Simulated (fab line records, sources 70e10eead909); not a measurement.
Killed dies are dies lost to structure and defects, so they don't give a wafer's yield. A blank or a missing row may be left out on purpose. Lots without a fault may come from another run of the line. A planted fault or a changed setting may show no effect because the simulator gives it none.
fab line records | flow nand_harc
record lots=24 wafers=72 last_day=24
route steps=1159 shown P_M1@315 P_M2@332 P_BONDPAD@368
lots that met no fault: from a run of the same line without faults
start_h: hours from the record's first day to the start of the lot's first wafer shown | wait_h: hours since the lot's step before | " the same as in the row above | L1.1+2: a row that stands for several wafers | - no value, or no start given | * or withheld: withheld | < > ~ a bound
route shown NAME@n: a module of which the file shows steps, and the number in the route of the first | usual: mean/standard deviation of fault-free wafers | same: alike in all rows | chamber/n: place in a boat | sites: the reading at each site | _std_site: their standard deviation | _edge_site: outer sites' mean less inner sites' | radius_mm: how far each site lies from the wafer's centre | mask NAME#n: copy n | behind: the tool/chamber that last shaped the wafer | hold: why the lot was held/for how many hours/how that ended | device: the transistor (n, p or np) that didn't switch | end of line: the same wafers' tests at the end of the route | a step without rows: its recipe alone | killed: dies lost to structure and defects at the first sort, not the wafer's yield | map: a wafer's dies, x killed, . not, _ none there
set.NAME: the setting as run; set.NAME@STEP: as run at that earlier step | model.NAME: the simulator's own value behind a step, which no gauge read
steps of the route over a sample of lots; a table a step, a row a wafer
services: from which hour (start_h, from the record's first day; less than 0 if before it) a tool's chamber was out of use, for how many hours, and why
## steps
# step NHARC_P_M1_INSPECT_27
# usual raw_defect_count=294/110
# columns lot.wafer tool chamber start_h wait_h raw_defect_count
L075.1 defect_inspect-02 - 126.27 0.0 255
L075.4 " - " " 206
L075.6 " - " " 300
L074.1 defect_inspect-02 - 126.89 0.0 311
L074.2 " - " " 382
L074.4 " - " " 744
L077.4 defect_inspect-02 - 139.66 0.0 228
L077.5 " - " " 239
L077.6 " - " " 170
L078.2 defect_inspect-02 - 144.38 0.0 338
L078.4 " - " " 179
L078.6 " - " " 183
L076.1 defect_inspect-01 - 147.98 0.0 328
L076.4 " - " " 261
L076.6 " - " " 181
L080.3 defect_inspect-02 - 151.08 0.0 148
L080.4 " - " " 161
L080.6 " - " " 279
L079.3 defect_inspect-02 - 151.86 0.0 618
L079.4 " - " " 239
L079.5 " - " " 280
L081.1 defect_inspect-02 - 168.52 0.0 293
L081.4 " - " " 230
L081.5 " - " " 291
L082.1 defect_inspect-01 - 169.80 0.0 208
L082.5 " - " " 235
L082.6 " - " " 187
L083.3 defect_inspect-02 - 170.38 0.0 296
L083.4 " - " " 442
L083.5 " - " " 268
L085.2 defect_inspect-01 - 184.15 0.0 238
L085.4 " - " " 190
L085.6 " - " " 157
L084.1 defect_inspect-02 - 184.63 0.0 266
L084.4 " - " " 292
L084.5 " - " " 169
L087.2 defect_inspect-02 - 201.62 0.0 278
L087.5 " - " " 320
L087.6 " - " " 359
L086.2 defect_inspect-02 - 202.62 0.0 210
L086.5 " - " " 312
L086.6 " - " " 309
L088.2 defect_inspect-01 - 220.37 0.0 411
L088.4 " - " " 352
L088.5 " - " " 494
L089.1 defect_inspect-02 - 221.28 0.0 202
L089.4 " - " " 531
L089.5 " - " " 147
L090.1 defect_inspect-01 - 221.85 0.0 334
L090.2 " - " " 270
L090.5 " - " " 259
L091.3 defect_inspect-02 - 228.25 0.0 375
L091.4 " - " " 344
L091.5 " - " " 314
L093.3 defect_inspect-01 - 228.62 0.0 134
L093.5 " - " " 390
L093.6 " - " " 199
L092.3 defect_inspect-01 - 228.93 0.0 349
L092.4 " - " " 349
L092.6 " - " " 569
L094.2 defect_inspect-02 - 243.68 0.1 155
L094.3 " - " " 169
L094.4 " - " " 222
L095.3 defect_inspect-01 - 245.95 0.0 435
L095.4 " - " " 290
L095.6 " - " " 263
L096.3 defect_inspect-01 - 254.14 0.0 341
L096.4 " - " " 335
L096.5 " - " " 265
L097.3 defect_inspect-01 - 262.38 0.0 250
L097.5 " - " " 274
L097.6 " - " " 257
# step NHARC_P_M2_ETCH_35
# recipe target_depth_a=400 overetch_a=120 time_s=43.94 ion_energy_ev=200 n2_flow_sccm=150 h2_flow_sccm=150 ar_flow_sccm=0 rf_w=400 bias_w=150 chemistry=N2/H2
# usual drypump_motor_current_A=5.7/0.34 n2_flow_sccm=150.1/0.45 oes_product_au=1.000/0.012 rf_vpp_V=429.5/2.5 showerhead_plenum_p_Torr=2.00/0.088 throttle_valve_pct=14.170/0.0095
# columns lot.wafer tool chamber start_h wait_h drypump_motor_current_A n2_flow_sccm oes_product_au rf_hours_counter_h rf_vpp_V showerhead_plenum_p_Torr throttle_valve_pct
L075.1 rie_diel-04 0 127.96 0.1 6.3 149.9 1.013 0 427.0 1.95 14.165
L075.6 " 1 " " 5.6 149.6 0.996 - 429.9 2.03 14.174
L075.4 " 3 " " 6.0 150.3 0.998 - 429.6 1.98 14.166
L074.2 rie_diel-04 1 128.63 0.1 5.6 150.4 0.985 0 429.9 2.03 14.150
L074.1 " 0 " " 6.3 149.9 1.008 0 426.8 1.95 14.167
L074.4 " 0 " " 6.3 150.4 0.998 - 428.3 1.95 14.188
L077.4 rie_diel-04 3 141.18 0.1 6.0 150.2 1.008 1 430.9 1.98 14.169
L077.6 " 3 " " 6.0 150.5 1.012 - 428.9 1.98 14.166
L077.5 " 0 " " 6.3 150.3 0.999 - 427.7 1.95 14.172
L078.4 rie_diel-04 2 146.08 0.1 5.5 149.5 0.982 1 427.1 1.90 14.160
L078.2 " 3 " " 6.0 150.2 1.018 1 429.2 1.98 14.184
L078.6 " 2 " " 5.5 150.0 0.987 - 426.4 1.90 14.175
L076.4 rie_diel-11 1 149.71 0.1 5.7 149.6 0.997 25 433.4 2.14 14.165
L076.1 " 2 " " 5.4 149.8 1.002 27 433.6 2.14 14.167
L076.6 " 2 " " 5.5 149.9 1.010 - 432.5 2.14 14.173
L080.4 rie_diel-04 3 152.72 0.1 6.0 150.0 1.018 1 430.8 1.98 14.177
L080.3 " 2 " " 5.4 150.3 0.974 1 427.3 1.90 14.184
L080.6 " 0 " " 6.3 149.5 0.996 - 427.9 1.95 14.161
L079.4 rie_diel-11 0 153.52 0.1 5.1 150.4 0.999 21 427.7 1.93 14.167
L079.3 " 1 " " 5.7 149.1 0.994 25 432.0 2.14 14.172
L079.5 " 0 " " 5.1 149.3 1.016 - 426.4 1.93 14.175
L081.1 rie_diel-04 0 170.06 0.1 6.3 150.6 1.000 2 427.6 1.95 14.171
L081.4 " 2 " " 5.5 149.8 0.989 1 427.1 1.90 14.160
L081.5 " 1 " " 5.6 150.7 0.993 - 430.4 2.03 14.159
L082.1 rie_diel-04 1 171.49 0.1 5.6 150.5 0.981 2 431.0 2.03 14.168
L082.6 " 2 " " 5.4 150.1 0.974 - 427.9 1.90 14.173
L082.5 " 3 " " 6.0 150.5 1.013 - 428.1 1.98 14.170
L083.3 rie_diel-04 3 172.04 0.1 6.0 150.3 1.022 2 429.5 1.98 14.170
L083.4 " 1 " " 5.6 150.5 0.987 2 430.9 2.03 14.190
L083.5 " 3 " " 6.0 150.2 1.016 - 430.2 1.98 14.156
L085.2 rie_diel-11 2 185.80 0.1 5.4 150.4 1.000 31 433.9 2.14 14.175
L085.4 " 0 " " 5.1 150.3 1.001 26 429.2 1.93 14.158
L085.6 " 3 " " 5.5 150.0 0.999 - 434.3 2.19 14.180
L084.1 rie_diel-11 1 186.33 0.1 5.7 150.7 1.003 30 433.2 2.13 14.170
L084.4 " 2 " " 5.4 150.7 1.001 31 434.0 2.14 14.174
L084.5 " 3 " " 5.6 150.1 1.006 - 436.7 2.19 14.191
L087.2 rie_diel-04 3 203.43 0.1 6.0 149.8 1.019 3 429.5 1.98 14.157
L087.6 " 2 " " 5.5 151.1 1.000 - 426.4 1.90 14.151
L087.5 " 3 " " 5.9 149.6 1.020 - 429.2 1.98 14.185
L086.2 rie_diel-04 3 204.37 0.1 6.0 149.8 1.019 3 429.0 1.98 14.166
L086.5 " 0 " " 6.3 150.6 1.009 - 429.3 1.95 14.166
L086.6 " 1 " " 5.6 149.5 0.989 - 429.6 2.03 14.169
L088.4 rie_diel-11 2 222.00 0.1 5.4 150.2 0.990 3 434.0 2.13 14.175
L088.2 " 3 " " 5.6 149.5 1.020 3 434.8 2.19 14.173
L088.5 " 3 " " 5.6 149.6 1.017 - 433.5 2.19 14.159
L089.1 rie_diel-04 2 222.97 0.1 5.5 149.5 0.987 3 426.5 1.90 14.165
L089.4 " 0 " " 6.3 149.7 1.001 3 428.1 1.95 14.164
L089.5 " 3 " " 6.0 150.6 1.016 - 429.1 1.98 14.175
L090.1 rie_diel-06 0 223.58 0.1 5.6 149.9 1.000 56 426.0 1.90 14.162
L090.2 " 2 " " 5.0 150.2 0.999 57 433.2 2.10 14.152
L090.5 " 0 " " 5.6 149.7 1.004 - 426.0 1.90 14.169
L091.3 rie_diel-04 3 229.90 0.1 5.9 150.1 1.016 4 430.3 1.98 14.161
L091.4 " 0 " " 6.3 150.4 1.000 4 427.2 1.95 14.191
L091.5 " 3 " " 6.0 149.8 1.004 - 429.9 1.98 14.178
L093.3 rie_diel-04 2 230.27 0.1 5.5 150.0 0.977 3 427.5 1.90 14.181
L093.5 " 2 " " 5.5 150.0 0.997 - 426.4 1.90 14.173
L093.6 " 3 " " 6.0 150.2 1.004 - 429.1 1.98 14.169
L092.4 rie_diel-11 2 230.50 0.1 5.4 149.8 1.009 5 433.1 2.13 14.161
L092.3 " 0 " " 5.1 150.2 1.006 4 427.7 1.92 14.170
L092.6 " 3 " " 5.6 149.7 1.025 - 434.0 2.19 14.169
L094.3 rie_diel-04 2 245.36 0.1 5.5 149.7 0.982 4 426.1 1.90 14.172
L094.2 " 0 " " 6.2 150.7 1.004 4 429.0 1.95 14.158
L094.4 " 1 " " 5.6 149.9 1.000 4 428.5 2.03 14.155
L095.4 rie_diel-04 2 248.15 0.1 5.4 149.7 0.987 4 425.7 1.90 14.165
L095.3 " 0 " " 6.3 149.7 1.012 4 428.3 1.95 14.180
L095.6 " 2 " " 5.4 149.7 0.974 - 426.2 1.90 14.179
L096.4 rie_diel-04 0 255.81 0.1 6.3 150.2 1.005 4 429.6 1.95 14.167
L096.3 " 1 " " 5.6 150.2 0.994 4 429.9 2.03 14.174
L096.5 " 1 " " 5.6 150.3 0.993 - 431.1 2.03 14.163
L097.3 rie_diel-06 1 264.21 0.1 6.0 150.1 0.991 7 429.7 1.98 14.167
L097.5 " 0 " " 5.7 150.7 0.999 - 426.7 1.90 14.190
L097.6 " 1 " " 6.0 149.7 0.995 - 427.6 1.98 14.166
# step NHARC_P_M2_STRIP_18
# recipe power_w=1000 n2_flow_sccm=150 h2_flow_sccm=150 ar_flow_sccm=0 bias_w=0 chemistry=N2/H2
# usual drypump_motor_current_A=5.7/0.36 n2_flow_sccm=150.0/0.41 oes_product_au=1.000/0.011 rf_vpp_V=90.6/1 showerhead_plenum_p_Torr=2.01/0.093 throttle_valve_pct=14.171/0.0095
# columns lot.wafer tool chamber start_h wait_h drypump_motor_current_A n2_flow_sccm oes_product_au rf_hours_counter_h rf_vpp_V showerhead_plenum_p_Torr throttle_valve_pct
L075.1 rie_diel-04 3 128.28 0.1 6.0 149.4 0.998 0 88.9 1.98 14.162
L075.4 " 3 " " 6.0 149.3 0.999 - 90.0 1.98 14.167
L075.6 " 0 " " 6.3 150.3 0.994 - 90.2 1.95 14.169
L074.4 rie_diel-11 2 128.95 0.1 5.5 149.7 0.992 22 90.2 2.14 14.193
L074.2 " 0 " " 5.1 150.1 1.015 17 90.8 1.93 14.171
L074.1 " 1 " " 5.7 150.4 1.000 21 90.7 2.14 14.189
L077.4 rie_diel-11 2 141.56 0.1 5.4 150.1 1.007 25 92.6 2.14 14.174
L077.5 " 3 " " 5.6 150.4 1.002 - 92.5 2.19 14.186
L077.6 " 0 " " 5.1 150.2 1.000 - 89.0 1.93 14.176
L078.2 rie_diel-04 3 146.37 0.1 6.0 150.2 1.020 1 91.3 1.98 14.173
L078.4 " 0 " " 6.3 150.3 1.006 1 89.5 1.95 14.176
L078.6 " 3 " " 6.0 150.3 1.021 - 91.2 1.98 14.171
L076.4 rie_diel-04 3 150.03 0.1 6.0 150.5 1.011 1 91.4 1.98 14.163
L076.1 " 1 " " 5.6 150.4 0.993 1 90.7 2.03 14.163
L076.6 " 3 " " 6.0 150.9 1.009 - 90.1 1.98 14.185
L080.4 rie_diel-11 1 153.11 0.1 5.7 150.0 1.000 25 92.2 2.13 14.164
L080.3 " 2 " " 5.4 149.9 1.011 27 91.4 2.14 14.175
L080.6 " 3 " " 5.6 150.8 1.003 - 93.0 2.19 14.164
L079.4 rie_diel-04 3 153.87 0.1 6.0 149.5 1.023 1 90.3 1.98 14.163
L079.3 " 0 " " 6.3 149.7 1.002 1 89.8 1.95 14.157
L079.5 " 3 " " 6.0 149.5 1.029 - 90.3 1.98 14.165
L081.4 rie_diel-04 0 170.36 0.1 6.3 150.0 0.999 2 89.0 1.95 14.165
L081.1 " 2 " " 5.5 149.8 0.991 1 89.1 1.90 14.173
L081.5 " 1 " " 5.6 150.4 0.990 - 90.6 2.03 14.173
L082.1 rie_diel-11 0 171.79 0.1 5.1 150.1 1.004 24 90.7 1.93 14.169
L082.6 " 3 " " 5.6 149.5 1.001 - 91.5 2.19 14.168
L082.5 " 0 " " 5.1 149.9 0.999 - 90.5 1.93 14.175
L083.4 rie_diel-04 2 172.33 0.1 5.5 150.0 0.994 2 88.8 1.90 14.159
L083.3 " 1 " " 5.6 149.7 0.985 2 90.8 2.03 14.168
L083.5 " 3 " " 6.0 150.4 1.017 - 91.1 1.98 14.168
L085.4 rie_diel-04 3 186.09 0.1 6.0 150.0 1.013 2 90.7 1.98 14.158
L085.2 " 0 " " 6.3 150.2 0.994 2 90.9 1.95 14.181
L085.6 " 0 " " 6.3 149.6 1.003 - 89.6 1.95 14.166
L084.4 rie_diel-04 1 186.61 0.1 5.6 150.2 0.994 2 90.1 2.03 14.174
L084.1 " 2 " " 5.4 149.6 0.988 2 90.8 1.90 14.159
L084.5 " 2 " " 5.4 150.2 0.988 - 88.8 1.90 14.191
L087.2 rie_diel-04 2 203.77 0.1 5.5 150.0 0.991 2 89.7 1.90 14.171
L087.6 " 0 " " 6.3 150.6 1.002 - 91.3 1.95 14.183
L087.5 " 1 " " 5.6 151.0 0.982 - 90.3 2.03 14.183
L086.2 rie_diel-11 1 204.68 0.1 5.8 150.0 1.001 1 91.7 2.13 14.191
L086.5 " 0 " " 5.1 150.2 0.993 - 89.1 1.92 14.173
L086.6 " 1 " " 5.8 149.8 1.003 - 90.5 2.13 14.173
L088.4 rie_diel-11 1 222.45 0.2 5.7 150.7 1.008 3 91.6 2.13 14.169
L088.2 " 2 " " 5.4 150.7 0.996 3 91.1 2.13 14.172
L088.5 " 0 " " 5.1 150.0 1.007 - 90.3 1.92 14.184
L089.4 rie_diel-04 1 223.33 0.1 5.6 150.1 0.992 3 90.9 2.03 14.145
L089.1 " 2 " " 5.5 150.5 0.987 3 89.1 1.90 14.162
L089.5 " 3 " " 6.0 149.7 1.012 - 90.5 1.98 14.161
L090.2 rie_diel-04 3 223.88 0.1 5.9 150.2 1.004 3 90.1 1.98 14.165
L090.1 " 1 " " 5.6 150.5 0.988 3 91.1 2.03 14.170
L090.5 " 3 " " 6.0 150.0 1.016 - 91.6 1.98 14.173
L091.3 rie_diel-11 0 230.27 0.1 5.1 150.0 0.998 4 90.1 1.92 14.171
L091.4 " 1 " " 5.7 150.4 1.017 4 91.6 2.13 14.167
L091.5 " 3 " " 5.6 149.9 1.008 - 93.4 2.19 14.173
L093.3 rie_diel-04 3 230.59 0.1 6.0 150.2 1.019 4 90.7 1.98 14.172
L093.6 " 2 " " 5.5 149.7 0.988 - 89.6 1.90 14.197
L093.5 " 3 " " 6.0 150.4 1.012 - 91.3 1.98 14.184
L092.4 rie_diel-11 0 230.80 0.1 5.1 149.8 1.016 4 91.0 1.92 14.176
L092.3 " 3 " " 5.6 149.4 1.015 4 92.3 2.19 14.175
L092.6 " 1 " " 5.7 150.6 1.012 - 90.5 2.13 14.172
L094.4 rie_diel-04 3 245.67 0.1 6.0 149.4 0.998 4 90.5 1.98 14.183
L094.2 " 1 " " 5.6 149.7 0.983 4 89.7 2.03 14.177
L094.3 " 2 " " 5.5 150.1 0.989 4 91.0 1.90 14.155
L095.4 rie_diel-04 0 248.47 0.1 6.3 150.3 1.003 4 90.9 1.95 14.175
L095.3 " 1 " " 5.6 149.8 1.003 4 90.9 2.03 14.163
L095.6 " 0 " " 6.3 149.5 1.003 - 90.2 1.95 14.163
L096.3 rie_diel-04 0 256.15 0.1 6.3 149.9 1.002 5 90.3 1.95 14.176
L096.4 " 1 " " 5.6 150.3 0.988 4 90.5 2.03 14.171
L096.5 " 2 " " 5.5 150.0 0.982 - 90.3 1.90 14.170
L097.3 rie_diel-06 3 264.55 0.1 6.1 149.6 1.002 7 91.7 2.07 14.179
L097.6 " 1 " " 6.0 150.5 0.997 - 90.1 1.98 14.159
L097.5 " 2 " " 5.0 150.0 1.006 - 90.6 2.09 14.161
# step NHARC_P_M2_DEGAS_29
# recipe temp_c=250 time_s=60
# usual heater_power_w=330/30
# columns lot.wafer tool chamber start_h wait_h heater_power_w
L075.1 pvd_sputter-01 - 128.99 - 334
L075.4 " - " " 286
L075.6 " - " " 309
L074.4 pvd_sputter-02 - 129.60 - 370
L074.2 " - " " 284
L074.1 " - " " 293
L077.4 pvd_sputter-01 - 142.12 - 333
L077.6 " - " " 331
L077.5 " - " " 314
L078.4 pvd_sputter-01 - 147.02 - 331
L078.2 " - " " 320
L078.6 " - " " 309
L076.1 pvd_sputter-02 - 150.65 - 289
L076.4 " - " " 378
L076.6 " - " " 282
L080.4 pvd_sputter-03 - 153.70 - 332
L080.3 " - " " 340
L080.6 " - " " 331
L079.4 pvd_sputter-02 - 154.50 - 299
L079.3 " - " " 361
L079.5 " - " " 289
L081.4 pvd_sputter-03 - 171.00 - 329
L081.1 " - " " 326
L081.5 " - " " 336
L082.1 pvd_sputter-03 - 172.44 - 333
L082.6 " - " " 354
L082.5 " - " " 320
L083.4 pvd_sputter-03 - 172.98 - 335
L083.3 " - " " 313
L083.5 " - " " 335
L085.2 pvd_sputter-02 - 186.75 - 288
L085.4 " - " " 367
L085.6 " - " " 286
L084.1 pvd_sputter-01 - 187.27 - 342
L084.4 " - " " 328
L084.5 " - " " 342
L087.2 pvd_sputter-02 - 204.42 - 368
L087.6 " - " " 375
L087.5 " - " " 289
L086.2 pvd_sputter-01 - 205.34 - 373
L086.6 " - " " 336
L086.5 " - " " 370
L088.2 pvd_sputter-03 - 223.48 - 358
L088.4 " - " " 307
L088.5 " - " " 339
L089.1 pvd_sputter-01 - 224.01 - 369
L089.4 " - " " 348
L089.5 " - " " 378
L090.1 pvd_sputter-02 - 224.51 - 293
L090.2 " - " " 354
L090.5 " - " " 363
L091.4 pvd_sputter-03 - 230.87 - 346
L091.3 " - " " 333
L091.5 " - " " 334
L093.3 pvd_sputter-01 - 231.21 - 348
L093.5 " - " " 366
L093.6 " - " " 288
L092.4 pvd_sputter-03 - 231.49 - 312
L092.3 " - " " 350
L092.6 " - " " 320
L094.2 pvd_sputter-02 - 246.31 - 391
L094.3 " - " " 286
L094.4 " - " " 292
L095.4 pvd_sputter-03 - 249.09 - 347
L095.3 " - " " 319
L095.6 " - " " 346
L096.3 pvd_sputter-02 - 256.76 - 360
L096.4 " - " " 289
L096.5 " - " " 283
L097.3 pvd_sputter-03 - 265.17 - 337
L097.6 " - " " 332
L097.5 " - " " 349
# step NHARC_P_BONDPAD_ETCH_37
# recipe target_depth_a=600 overetch_a=180 time_s=65.91 ion_energy_ev=200 n2_flow_sccm=150 h2_flow_sccm=150 ar_flow_sccm=0 rf_w=400 bias_w=150 chemistry=N2/H2
# usual drypump_motor_current_A=5.8/0.32 n2_flow_sccm=150.0/0.42 oes_product_au=0.999/0.0074 rf_vpp_V=430.9/2.4 showerhead_plenum_p_Torr=2.06/0.086 throttle_valve_pct=14.172/0.0095
# columns lot.wafer tool chamber start_h wait_h drypump_motor_current_A n2_flow_sccm oes_product_au rf_hours_counter_h rf_vpp_V showerhead_plenum_p_Torr throttle_valve_pct
L075.4 rie_diel-02 3 132.56 0.1 5.7 150.3 0.995 13 433.6 2.14 14.173
L075.1 " 1 " " 5.8 149.0 1.001 13 432.9 2.13 14.180
L075.6 " 3 " " 5.7 150.1 0.995 - 432.5 2.14 14.166
L074.4 rie_diel-02 3 133.22 0.1 5.7 151.2 0.998 14 431.3 2.14 14.171
L074.2 " 0 " " 5.7 149.6 1.000 14 427.3 1.91 14.184
L074.1 " 1 " " 5.8 150.1 0.994 13 432.5 2.13 14.174
L077.4 rie_diel-02 0 145.78 0.1 5.7 149.8 0.994 15 426.4 1.91 14.175
L077.5 " 3 " " 5.7 149.6 0.989 - 431.4 2.14 14.177
L077.6 " 0 " " 5.7 150.2 1.005 - 428.2 1.91 14.174
L078.4 rie_diel-07 2 150.88 0.1 5.8 150.9 0.991 33 432.1 2.15 14.188
L078.2 " 0 " " 6.6 150.8 0.995 30 429.8 1.97 14.160
L078.6 " 1 " " 5.8 150.2 0.995 - 427.0 1.93 14.173
L076.4 rie_diel-09 2 154.29 0.1 6.2 149.6 0.999 23 432.5 2.10 14.165
L076.1 " 1 " " 5.7 150.4 1.013 25 433.4 2.09 14.158
L076.6 " 2 " " 6.2 149.8 1.006 - 431.8 2.10 14.175
L080.4 rie_diel-09 0 157.42 0.1 4.8 149.9 1.003 25 430.4 2.05 14.172
L080.3 " 2 " " 6.2 150.8 0.996 24 432.9 2.10 14.155
L080.6 " 1 " " 5.7 149.8 1.000 - 430.9 2.09 14.155
L079.4 rie_diel-09 1 158.24 0.1 5.7 150.3 1.007 26 431.7 2.09 14.180
L079.3 " 2 " " 6.2 149.2 1.010 24 432.5 2.10 14.168
L079.5 " 3 " " 6.3 149.8 1.003 - 432.0 2.09 14.150
L081.1 rie_diel-02 2 175.04 0.1 5.8 149.5 0.998 1 431.7 2.06 14.181
L081.4 " 0 " " 5.7 149.9 1.001 1 427.2 1.91 14.179
L081.5 " 2 " " 5.8 149.7 1.005 - 430.7 2.06 14.175
L082.1 rie_diel-02 3 175.93 0.1 5.7 149.9 1.013 1 433.0 2.14 14.174
L082.5 " 2 " " 5.8 150.1 0.999 - 432.5 2.06 14.181
L082.6 " 3 " " 5.7 149.4 1.003 - 433.5 2.14 14.174
L083.4 rie_diel-02 2 176.64 0.1 5.8 149.8 0.992 2 430.9 2.06 14.157
L083.3 " 3 " " 5.7 150.1 1.002 1 433.2 2.14 14.182
L083.5 " 2 " " 5.8 149.5 0.993 - 431.8 2.06 14.167
L085.2 rie_diel-02 3 190.42 0.1 5.7 149.9 1.001 2 431.9 2.14 14.181
L085.4 " 2 " " 5.8 149.4 0.987 2 431.6 2.06 14.163
L085.6 " 3 " " 5.7 149.9 1.004 - 433.4 2.14 14.174
L084.1 rie_diel-02 3 190.99 0.1 5.7 149.7 0.996 2 434.0 2.14 14.186
L084.4 " 0 " " 5.7 150.2 1.000 2 427.8 1.91 14.169
L084.5 " 3 " " 5.7 150.1 0.999 - 433.7 2.14 14.171
L087.2 rie_diel-07 0 208.15 0.1 6.5 150.9 0.995 51 429.4 1.96 14.168
L087.5 " 0 " " 6.6 150.2 0.995 - 429.2 1.96 14.149
L087.6 " 1 " " 5.8 150.4 0.996 - 426.1 1.92 14.164
L086.2 rie_diel-02 0 208.90 0.1 5.7 150.4 0.994 4 426.0 1.90 14.204
L086.5 " 0 " " 5.7 150.3 0.993 - 426.3 1.90 14.166
L086.6 " 1 " " 5.8 149.6 0.999 - 433.1 2.13 14.192
L088.4 rie_diel-02 3 227.09 0.1 5.7 150.3 0.994 7 433.3 2.14 14.179
L088.2 " 1 " " 5.9 149.9 0.996 7 432.9 2.13 14.165
L088.5 " 3 " " 5.7 149.7 1.006 - 432.7 2.14 14.163
L089.1 rie_diel-07 2 227.74 0.1 5.7 150.0 1.004 61 433.7 2.14 14.178
L089.4 " 0 " " 6.6 150.4 0.996 57 427.3 1.96 14.159
L089.5 " 1 " " 5.8 149.6 0.997 - 426.6 1.92 14.167
L090.1 rie_diel-09 2 228.18 0.1 6.2 149.7 0.994 48 431.9 2.09 14.179
L090.2 " 3 " " 6.4 150.5 1.002 48 431.6 2.08 14.166
L090.5 " 1 " " 5.7 150.1 0.990 - 430.8 2.08 14.172
L091.4 rie_diel-02 2 234.42 0.1 5.7 150.5 0.993 7 431.9 2.06 14.185
L091.3 " 3 " " 5.7 150.0 0.997 7 433.8 2.14 14.159
L091.5 " 2 " " 5.8 149.5 0.987 - 431.2 2.06 14.170
L093.3 rie_diel-02 1 234.96 0.1 5.9 150.2 0.993 7 432.9 2.13 14.184
L093.5 " 0 " " 5.7 150.0 1.001 - 424.5 1.90 14.178
L093.6 " 1 " " 5.8 150.5 0.994 - 432.6 2.13 14.178
L092.3 rie_diel-02 0 235.39 0.1 5.6 149.4 1.005 7 426.8 1.90 14.172
L092.4 " 1 " " 5.8 149.7 0.997 7 432.1 2.13 14.166
L092.6 " 3 " " 5.7 150.2 0.995 - 433.7 2.14 14.167
L094.4 rie_diel-09 1 249.95 0.1 5.8 150.5 1.011 58 431.6 2.08 14.164
L094.2 " 3 " " 6.3 149.2 1.005 57 430.5 2.08 14.185
L094.3 " 0 " " 4.8 150.4 1.006 60 430.2 2.03 14.183
L095.4 rie_diel-02 1 252.80 0.1 5.8 149.3 1.001 8 432.9 2.13 14.174
L095.3 " 2 " " 5.8 149.5 0.993 9 430.7 2.06 14.158
L095.6 " 1 " " 5.9 149.5 1.002 - 433.2 2.13 14.168
L096.4 rie_diel-07 0 260.74 0.2 6.5 150.3 0.996 10 427.6 1.96 14.165
L096.3 " 1 " " 5.7 150.1 1.012 10 427.2 1.92 14.183
L096.5 " 2 " " 5.7 150.3 0.998 - 433.0 2.13 14.169
L097.3 rie_diel-02 0 268.98 0.1 5.7 150.0 1.005 10 426.4 1.90 14.165
L097.6 " 3 " " 5.7 149.6 0.995 - 434.2 2.14 14.180
L097.5 " 0 " " 5.7 150.4 1.011 - 426.9 1.90 14.179
# step NHARC_P_BONDPAD_PRE_CLEAN_26
# recipe time_s=30 temp_c=280 gas=H2/He
# usual heater_power_w=406/38
# columns lot.wafer tool chamber start_h wait_h heater_power_w
L075.1 pvd_sputter-01 - - - 444
L075.4 " - " " 386
L075.6 " - " " 449
L074.2 pvd_sputter-03 - - - 382
L074.4 " - " " 414
L074.1 " - " " 405
L077.4 pvd_sputter-03 - - - 419
L077.6 " - " " 413
L077.5 " - " " 427
L078.4 pvd_sputter-03 - - - 412
L078.2 " - " " 382
L078.6 " - " " 404
L076.4 pvd_sputter-01 - - - 443
L076.1 " - " " 355
L076.6 " - " " 395
L080.3 pvd_sputter-03 - - - 423
L080.4 " - " " 389
L080.6 " - " " 418
L079.4 pvd_sputter-03 - - - 383
L079.3 " - " " 417
L079.5 " - " " 433
L081.4 pvd_sputter-03 - - - 428
L081.1 " - " " 413
L081.5 " - " " 432
L082.1 pvd_sputter-02 - - - 365
L082.5 " - " " 461
L082.6 " - " " 359
L083.4 pvd_sputter-01 - - - 454
L083.3 " - " " 411
L083.5 " - " " 347
L085.4 pvd_sputter-03 - - - 429
L085.2 " - " " 430
L085.6 " - " " 414
L084.1 pvd_sputter-01 - - - 398
L084.4 " - " " 417
L084.5 " - " " 449
L087.2 pvd_sputter-01 - - - 424
L087.6 " - " " 450
L087.5 " - " " 347
L086.2 pvd_sputter-02 - - - 369
L086.5 " - " " 461
L086.6 " - " " 365
L088.4 pvd_sputter-01 - - - 415
L088.2 " - " " 447
L088.5 " - " " 431
L089.4 pvd_sputter-03 - - - 404
L089.1 " - " " 414
L089.5 " - " " 428
L090.2 pvd_sputter-02 - - - 471
L090.1 " - " " 450
L090.5 " - " " 475
L091.3 pvd_sputter-01 - - - 426
L091.4 " - " " 350
L091.5 " - " " 414
L093.3 pvd_sputter-02 - - - 372
L093.6 " - " " 469
L093.5 " - " " 350
L092.4 pvd_sputter-02 - - - 353
L092.3 " - " " 474
L092.6 " - " " 358
L094.4 pvd_sputter-02 - - - 340
L094.2 " - " " 450
L094.3 " - " " 478
L095.4 pvd_sputter-02 - - - 481
L095.3 " - " " 441
L095.6 " - " " 472
L096.4 pvd_sputter-03 - - - 418
L096.3 " - " " 381
L096.5 " - " " 413
L097.3 pvd_sputter-01 - - - 396
L097.6 " - " " 440
L097.5 " - " " 410
## services
# columns tool chamber start_h hours kind
pvd_sputter-03 - 104.22 1.6 repair
rie_diel-09 - 106.78 0.4 repair
rie_diel-04 - 111.92 9.0 pm
rie_diel-04 2 126.74 3.8 repair
rie_diel-09 - 139.59 0.7 repair
rie_diel-02 - 150.70 9.0 pm
pvd_sputter-01 - 158.02 10.0 pm
rie_diel-07 - 170.46 0.8 repair
rie_diel-11 - 189.50 9.0 pm
pvd_sputter-02 - 193.95 2.5 repair
pvd_sputter-03 - 205.34 8.3 repair
rie_diel-11 - 210.24 0.9 repair
pvd_sputter-02 - 214.03 10.0 pm
rie_diel-09 - 214.98 1.6 repair
rie_diel-02 - 215.47 0.5 repair
rie_diel-04 - 222.09 0.6 repair
rie_diel-09 - 240.67 0.8 repair
rie_diel-02 2 245.83 1.2 repair
rie_diel-02 1 248.31 1.5 repair
rie_diel-09 - 254.11 9.0 pm
pvd_sputter-01 - 256.19 12.6 repair
rie_diel-02 1 259.32 3.5 repair
rie_diel-11 0 260.93 4.9 repair
rie_diel-11 3 267.66 41.2 repair
## key
fault none
